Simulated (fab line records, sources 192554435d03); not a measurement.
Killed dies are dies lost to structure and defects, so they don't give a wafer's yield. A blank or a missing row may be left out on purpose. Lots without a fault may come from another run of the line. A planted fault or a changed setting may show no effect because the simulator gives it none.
Chamber matching | flow n5_finfet | N5_BEOL_M5_ETCH_62 on rie_diel-04: 4 sister chambers
The step etches SOC in N2/H2, target depth 75 nm, overetch 15 nm, time 112.5 s. 8 wafers are shown with their chamber, then 7 later ones without.

WAFERS WITH THEIR CHAMBER
wafer  | chamber | showerhead_plenum_p_Torr (Torr) | throttle_valve_pct (%)
L077.6 | 1       | 2.66                            | 17.89
L081.3 | 0       | 2.51                            | 18.07
L082.5 | 2       | 2.51                            | 17.54
L078.1 | 1       | 2.65                            | 17.90
L078.4 | 0       | 2.51                            | 18.09
L078.5 | 3       | 2.41                            | 18.18
L084.2 | 3       | 2.40                            | 18.17
L084.5 | 2       | 2.51                            | 17.54

WAFERS WITHOUT THEIR CHAMBER
wafer  | showerhead_plenum_p_Torr (Torr) | throttle_valve_pct (%)
L084.6 | 2.40                            | 18.17
L086.2 | 2.65                            | 17.89
L086.3 | 2.51                            | 17.57
L086.6 | 2.51                            | 18.09
L094.1 | 2.50                            | 17.58
L094.2 | 2.64                            | 17.91
L094.4 | 2.64                            | 17.93

WHICH CHAMBER EACH WENT THROUGH
wafer  | from the rows above | in truth
L084.6 | 3                   | 3
L086.2 | 1                   | 1
L086.3 | 2                   | 2
L086.6 | 0                   | 0
L094.1 | 2                   | 2
L094.2 | 1                   | 1
L094.4 | 1                   | 1
Placed correctly: 7 of 7. Can't be placed from these rows: 0. Placed wrongly: 0.
How it was worked out, from the rows above alone: a wafer's distance from a chamber is the root of the sum, over the readings, of the square of ((its reading less the chamber's mean) divided by the reading's scatter). The wafer belongs to the nearest chamber; if the next one is less than 2 further off, it can't be placed. A chamber's mean is the mean of its shown wafers. The scatter: the root of (the sum of the squares of (reading less its chamber's mean) over the shown wafers, divided by (wafers less chambers)).
